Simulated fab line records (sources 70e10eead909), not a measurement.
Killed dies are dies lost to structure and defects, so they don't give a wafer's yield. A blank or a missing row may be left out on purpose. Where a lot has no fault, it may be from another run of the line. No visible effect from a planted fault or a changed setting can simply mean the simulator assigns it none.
Matching of chambers    flow nand harc    4 sister chambers for NHARC_P_M0_CMP_23 on cmp-01
The step polishes, t overpolish 20 s, target thk 117.54 nm. 4 wafers are shown with their chamber, then 8 later ones without.

WAFERS, EACH WITH ITS CHAMBER
wafer   chamber  motor current A (A)
L082.6  1        12.9
L087.4  0        11.1
L087.6  3        13.1
L092.1  2        13.2

WAFERS WITH NO CHAMBER GIVEN
wafer   motor current A (A)
L092.5  13.2
L092.6  11.2
L093.1  12.3
L093.2  11.3
L093.5  12.8
L094.1  13.0
L094.2  12.9
L094.5  13.0

THE CHAMBER EACH PASSED THROUGH
wafer   from the rows above           in truth
L092.5  can't be placed: 2 or 3 or 1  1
L092.6  0                             0
L093.1  can't be placed: 1 or 3 or 2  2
L093.2  0                             0
L093.5  can't be placed: 1 or 3 or 2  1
L094.1  can't be placed: 1 or 3 or 2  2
L094.2  can't be placed: 1 or 3 or 2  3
L094.5  can't be placed: 1 or 3 or 2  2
Placed correctly: 2 of 8. Cannot be placed on the basis of these rows: 6; the candidates contain the true chamber in 6. Number placed wrongly: 0.
How it was worked out, from the rows above alone: a wafer's distance from a chamber is the root of the sum, over the readings, of the square of ((its reading less the chamber's mean) divided by the reading's scatter). If the next closest chamber is less than 2 further off than the closest, the wafer can't be placed; otherwise it belongs to the closest. For every chamber, the mean is computed from those of its wafers that are shown. The scatter: root of mean squared gap, hidden wafer to nearest shown wafer, with one shown wafer a chamber.
